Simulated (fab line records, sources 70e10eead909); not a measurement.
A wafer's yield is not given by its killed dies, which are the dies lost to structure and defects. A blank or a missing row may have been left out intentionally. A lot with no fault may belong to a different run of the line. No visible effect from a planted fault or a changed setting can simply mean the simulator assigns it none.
The tool behind it: which one? | flow nand_harc | 23 lots, 69 wafers sampled, at 4 steps of a route of 1302

WHAT THE GAUGES SHOWED, per wafer
NHARC_A_CHANNEL_HOLE_D2_INSPECT_40.
lot  | measured     | on                | raw_defect_count
L074 | day 13 09:55 | defect_inspect-02 | 228 255 213
L076 | day 14 09:39 | defect_inspect-02 | 195 168 211
L077 | day 15 01:24 | defect_inspect-02 | 320 268 338
L078 | day 15 01:28 | defect_inspect-01 | 241 366 310
L079 | day 15 18:41 | defect_inspect-02 | 323 168 264
L080 | day 15 23:45 | defect_inspect-01 | 278 272 355
L081 | day 16 19:16 | defect_inspect-02 | 304 279 392
L082 | day 16 23:40 | defect_inspect-02 | 279 246 440
L083 | day 16 19:28 | defect_inspect-02 | 160 205 244
L084 | day 18 00:04 | defect_inspect-02 | 411 444 325
L085 | day 18 06:29 | defect_inspect-01 | 302 241 295
L086 | day 18 08:15 | defect_inspect-02 | 235 356 340
L087 | day 18 14:50 | defect_inspect-02 | 318 453 439
L088 | day 19 08:48 | defect_inspect-02 | 212 239 167
L089 | day 19 07:14 | defect_inspect-01 | 284 396 382
L090 | day 20 04:46 | defect_inspect-01 | 223 187 278
L091 | day 20 05:35 | defect_inspect-01 | 364 321 347
L092 | day 20 23:35 | defect_inspect-02 | 300 350 289
L093 | day 21 06:49 | defect_inspect-01 | 224 271 215
L094 | day 22 02:10 | defect_inspect-01 | 143 189 173
L095 | day 22 02:25 | defect_inspect-01 | 376 276 308
L096 | day 22 18:13 | defect_inspect-01 | 252 355 218
L097 | day 22 18:22 | defect_inspect-02 | 199 213 205

WHAT TOOL EACH LOT RAN ON (gives the tool, then ch and the chambers of the sampled wafers, and finally the start)
lot  | NHARC_A_CHANNEL_FILL_D1_ALD_25   | NHARC_A_CHANNEL_HOLE_D2_ETCH_34               | NHARC_A_CHANNEL_HOLE_D2_ETCH_25
L074 | ald_hk-02 ch 2,3, day 10 14:30   | rie_diel-01 ch 2,3, day 13 07:07 or earlier   | har_etch-01 ch 1, day 13 07:07
L076 | ald_hk-04 ch 1,2,3, day 11 10:02 | rie_diel-04 ch 0,1,2, day 14 06:49 or earlier | har_etch-01 ch 0,1, day 14 06:49
L077 | ald_hk-01 ch 0,1,2, day 11 23:26 | rie_diel-04 ch 0,1,3, day 14 22:35 or earlier | har_etch-02 ch 0,1, day 14 22:35
L078 | ald_hk-02 ch 0,3, day 12 00:26   | rie_diel-01 ch 1,3, day 14 22:56 or earlier   | har_etch-01 ch 0,1, day 14 22:56
L079 | ald_hk-04 ch 0,1,2, day 12 06:41 | rie_diel-01 ch 0,1,3, day 15 16:00 or earlier | har_etch-02 ch 0,1, day 15 16:00
L080 | ald_hk-01 ch 0,1, day 13 03:38   | rie_diel-04 ch 0,1,3, day 15 20:56 or earlier | har_etch-01 ch 1, day 15 20:56
L081 | ald_hk-04 ch 0,1,3, day 13 18:19 | rie_diel-09 ch 1,2,3, day 16 16:26 or earlier | har_etch-02 ch 0,1, day 16 16:26
L082 | ald_hk-01 ch 2,3, day 13 23:03   | rie_diel-01 ch 0,2, day 16 21:08 or earlier   | har_etch-01 ch 0,1, day 16 21:08
L083 | ald_hk-04 ch 1,2,3, day 13 23:44 | rie_diel-04 ch 0,3, day 16 16:40 or earlier   | har_etch-01 ch 0,1, day 16 16:40
L084 | ald_hk-01 ch 0,1,2, day 15 00:49 | rie_diel-09 ch 0,1, day 17 21:07 or earlier   | har_etch-02 ch 0,1, day 17 21:07
L085 | ald_hk-01 ch 1,2, day 15 06:29   | rie_diel-09 ch 2,3, day 18 03:51 or earlier   | har_etch-01 ch 0,1, day 18 03:51
L086 | ald_hk-02 ch 0,2,3, day 15 07:43 | rie_diel-04 ch 0,2, day 18 05:43 or earlier   | har_etch-02 ch 0,1, day 18 05:43
L087 | ald_hk-01 ch 0,2,3, day 15 14:16 | rie_diel-09 ch 0,1, day 18 12:19 or earlier   | har_etch-01 ch 0,1, day 18 12:19
L088 | ald_hk-01 ch 0,2,3, day 16 10:29 | rie_diel-01 ch 0,1,2, day 19 06:08 or earlier | har_etch-01 ch 0,1, day 19 06:08
L089 | ald_hk-02 ch 0,1,3, day 16 11:08 | rie_diel-04 ch 0,2,3, day 19 04:51 or earlier | har_etch-02 ch 0,1, day 19 04:51
L090 | ald_hk-02 ch 0,1, day 17 01:20   | rie_diel-04 ch 0,1,3, day 20 02:06 or earlier | har_etch-02 ch 0,1, day 20 02:06
L091 | ald_hk-01 ch 1,2,3, day 17 03:11 | rie_diel-09 ch 0,2,3, day 20 02:55 or earlier | har_etch-01 ch 0,1, day 20 02:55
L092 | ald_hk-02 ch 1,3, day 17 20:48   | rie_diel-09 ch 0,1,2, day 20 20:47 or earlier | har_etch-02 ch 0,1, day 20 20:47
L093 | ald_hk-02 ch 1,2,3, day 18 05:38 | rie_diel-04 ch 0,3, day 21 04:00 or earlier   | har_etch-02 ch 0,1, day 21 04:00
L094 | ald_hk-01 ch 2,3, day 18 20:40   | rie_diel-01 ch 1,2, day 21 23:12 or earlier   | har_etch-02 ch 0,1, day 21 23:12
L095 | ald_hk-02 ch 0,3, day 19 00:25   | rie_diel-04 ch 1,2,3, day 21 23:53 or earlier | har_etch-01 ch 0,1, day 21 23:53
L096 | ald_hk-01 ch 0,2,3, day 19 12:47 | rie_diel-04 ch 0,1,3, day 22 15:24 or earlier | har_etch-02 ch 0,1, day 22 15:24
L097 | ald_hk-04 ch 0,2, day 19 23:28   | rie_diel-09 ch 1,2, day 22 15:43 or earlier   | har_etch-01 ch 0,1, day 22 15:43
- NHARC_A_CHANNEL_FILL_D1_ALD_25: deposits SiOx, target thk 60 nm, pulse time 10 s, ald cycles 600.
- NHARC_A_CHANNEL_HOLE_D2_ETCH_34: etches the open film in CF4/CHF3, target depth 154 nm, time 77 s.
- NHARC_A_CHANNEL_HOLE_D2_ETCH_25: etches the open film in C4F8/O2/Ar, time 1040.2 s, target depth 1500 nm.

WHAT THE TOOLS THEMSELVES READ (means of the sampled wafers that have a number; where no wafer has one, the mark that the record gives instead)
NHARC_A_CHANNEL_FILL_D1_ALD_25.
lot  | tool      | heater_power_outer_w (W) | heater_power_w (W) | precursor_pulse_height_rel
L074 | ald_hk-02 | 285                      | 488                | 0.992
L076 | ald_hk-04 | 289                      | 497                | 1.014
L077 | ald_hk-01 | 249                      | 445                | 0.999
L078 | ald_hk-02 | 232                      | 439                | 0.995
L079 | ald_hk-04 | 281                      | 501                | 1.005
L080 | ald_hk-01 | 258                      | 471                | 0.979
L081 | ald_hk-04 | 293                      | 516                | 0.976
L082 | ald_hk-01 | 212                      | 381                | 1.000
L083 | ald_hk-04 | 292                      | 512                | 1.002
L084 | ald_hk-01 | 247                      | 439                | 0.998
L085 | ald_hk-01 | 237                      | 420                | 0.997
L086 | ald_hk-02 | 249                      | 450                | 0.991
L087 | ald_hk-01 | 238                      | 425                | 0.987
L088 | ald_hk-01 | 236                      | 422                | 1.001
L089 | ald_hk-02 | 230                      | 431                | 0.997
L090 | ald_hk-02 | 215                      | 411                | 0.984
L091 | ald_hk-01 | 226                      | 397                | 0.985
L092 | ald_hk-02 | 247                      | 444                | 0.998
L093 | ald_hk-02 | 271                      | 464                | 1.013
L094 | ald_hk-01 | 226                      | 407                | 0.993
L095 | ald_hk-02 | 232                      | 433                | 0.991
L096 | ald_hk-01 | 239                      | 423                | 0.993
L097 | ald_hk-04 | 247                      | 460                | 1.009

NHARC_A_CHANNEL_HOLE_D2_ETCH_34.
lot  | tool        | drypump_motor_current_A (A) | mfc_ar_sccm (sccm) | oes_product_au (a.u.) | rf_vpp_V (V) | showerhead_plenum_p_Torr (Torr) | throttle_valve_pct (%)
L074 | rie_diel-01 | 6.1                         | 0.011              | 0.956                 | 369.9        | 1.57                            | 16.795
L076 | rie_diel-04 | 5.7                         | 0.010              | 0.962                 | 372.7        | 1.64                            | 16.804
L077 | rie_diel-04 | 5.8                         | 0.010              | 0.978                 | 370.5        | 1.59                            | 16.796
L078 | rie_diel-01 | 5.8                         | 0.006              | 0.963                 | 373.8        | 1.64                            | 16.798
L079 | rie_diel-01 | 5.6                         | 0.006              | 0.966                 | 371.9        | 1.64                            | 16.806
L080 | rie_diel-04 | 5.8                         | 0.010              | 0.910                 | 370.1        | 1.59                            | 16.811
L081 | rie_diel-09 | 6.3                         | 0.015              | 0.972                 | 371.0        | 1.59                            | 16.797
L082 | rie_diel-01 | 5.2                         | 0.000              | 0.958                 | 371.5        | 1.59                            | 16.808
L083 | rie_diel-04 | 5.8                         | 0.000              | 0.964                 | 371.9        | 1.60                            | 16.803
L084 | rie_diel-09 | 6.4                         | 0.019              | 0.976                 | 370.2        | 1.58                            | 16.800
L085 | rie_diel-09 | 6.2                         | 0.005              | 0.954                 | 372.5        | 1.63                            | 16.805
L086 | rie_diel-04 | 5.7                         | 0.000              | 0.960                 | 373.7        | 1.66                            | 16.797
L087 | rie_diel-09 | 6.3                         | 0.019              | 0.963                 | 370.1        | 1.58                            | 16.798
L088 | rie_diel-01 | 5.2                         | 0.000              | 0.968                 | 372.3        | 1.63                            | 16.795
L089 | rie_diel-04 | 6.2                         | 0.000              | 0.961                 | 371.5        | 1.62                            | 16.806
L090 | rie_diel-04 | 5.8                         | 0.010              | 0.959                 | 371.0        | 1.58                            | 16.799
L091 | rie_diel-09 | 6.0                         | 0.005              | 0.981                 | 372.6        | 1.64                            | 16.795
L092 | rie_diel-09 | 6.2                         | 0.015              | 0.971                 | 371.9        | 1.59                            | 16.802
L093 | rie_diel-04 | 6.2                         | 0.000              | 0.953                 | 370.6        | 1.57                            | 16.794
L094 | rie_diel-01 | 5.3                         | 0.000              | 0.964                 | 370.9        | 1.60                            | 16.800
L095 | rie_diel-04 | 6.1                         | 0.010              | 0.958                 | 371.6        | 1.60                            | 16.812
L096 | rie_diel-04 | 5.9                         | 0.010              | 0.938                 | 371.0        | 1.58                            | 16.806
L097 | rie_diel-09 | 6.3                         | 0.020              | 0.975                 | 369.7        | 1.56                            | 16.810

NHARC_A_CHANNEL_HOLE_D2_ETCH_25.
lot  | tool        | c4f8_flow_sccm (sccm) | drypump_motor_current_A (A) | mfc_ar_sccm (sccm) | showerhead_plenum_p_Torr (Torr) | throttle_valve_pct (%)
L074 | har_etch-01 | 93.38                 | 5.2                         | 374.7              | 3.55                            | 32.245
L076 | har_etch-01 | 93.80                 | 5.5                         | 375.8              | 3.54                            | 32.234
L077 | har_etch-02 | 93.79                 | 5.4                         | 374.6              | 3.54                            | 32.226
L078 | har_etch-01 | 94.03                 | 5.5                         | 374.9              | 3.53                            | 32.234
L079 | har_etch-02 | 93.74                 | 5.5                         | 374.9              | 3.57                            | 32.232
L080 | har_etch-01 | 94.01                 | 5.1                         | 374.9              | 3.53                            | 32.224
L081 | har_etch-02 | 93.93                 | 5.4                         | 374.0              | 3.53                            | 32.237
L082 | har_etch-01 | 93.50                 | 5.8                         | 373.7              | 3.52                            | 32.224
L083 | har_etch-01 | 93.66                 | 5.9                         | 375.6              | 3.52                            | 32.235
L084 | har_etch-02 | 93.75                 | 5.4                         | 375.7              | 3.92                            | 32.245
L085 | har_etch-01 | 93.95                 | 5.5                         | 375.9              | 3.51                            | 32.243
L086 | har_etch-02 | 93.79                 | 5.4                         | 375.7              | 3.92                            | 32.235
L087 | har_etch-01 | 93.64                 | 5.8                         | 374.4              | 3.50                            | 32.228
L088 | har_etch-01 | 93.85                 | 5.5                         | 374.2              | 3.50                            | 32.236
L089 | har_etch-02 | 93.72                 | 5.6                         | 375.1              | 3.91                            | 32.235
L090 | har_etch-02 | 93.70                 | 5.5                         | 374.4              | 3.91                            | 32.231
L091 | har_etch-01 | 93.82                 | 5.8                         | 375.0              | 3.49                            | 32.239
L092 | har_etch-02 | 93.69                 | 5.4                         | 375.1              | 3.90                            | 32.233
L093 | har_etch-02 | 93.56                 | 5.5                         | 373.4              | 3.90                            | 32.237
L094 | har_etch-02 | 93.75                 | 5.4                         | 375.7              | 3.89                            | 32.237
L095 | har_etch-01 | 93.78                 | 5.5                         | 375.2              | 3.48                            | 32.227
L096 | har_etch-02 | 93.97                 | 5.6                         | 375.8              | 3.89                            | 32.234
L097 | har_etch-01 | 93.83                 | 5.4                         | 373.8              | 3.47                            | 32.238

THE ANSWER, worked out from the rows above alone
Rule: what is usual is taken from the lots themselves. Put in order of their means at a reading, lots are off if they are a third of the lots or fewer, leave a main group of 4 or more, and stand apart from it by a gap of 3 or more times the standard deviation of the main group's means; of several such gaps the widest counts. Not used: any main group whose means are identical at the precision the tables above print for the reading. Also off: a lot with no number at a reading for which 4 or more lots have one. The other lots that the step has rows for count as sound. Order of review: gauges by route order, followed by the tools' own readings, for which a lot's mean as printed above is used. At the first step where some lot is off, the reading lying furthest off is the one used; lots without a number count as furthest.
No lot is off on any of the readings shown, so nothing can be concluded from this.

WHAT THE SIMULATOR PUT IN
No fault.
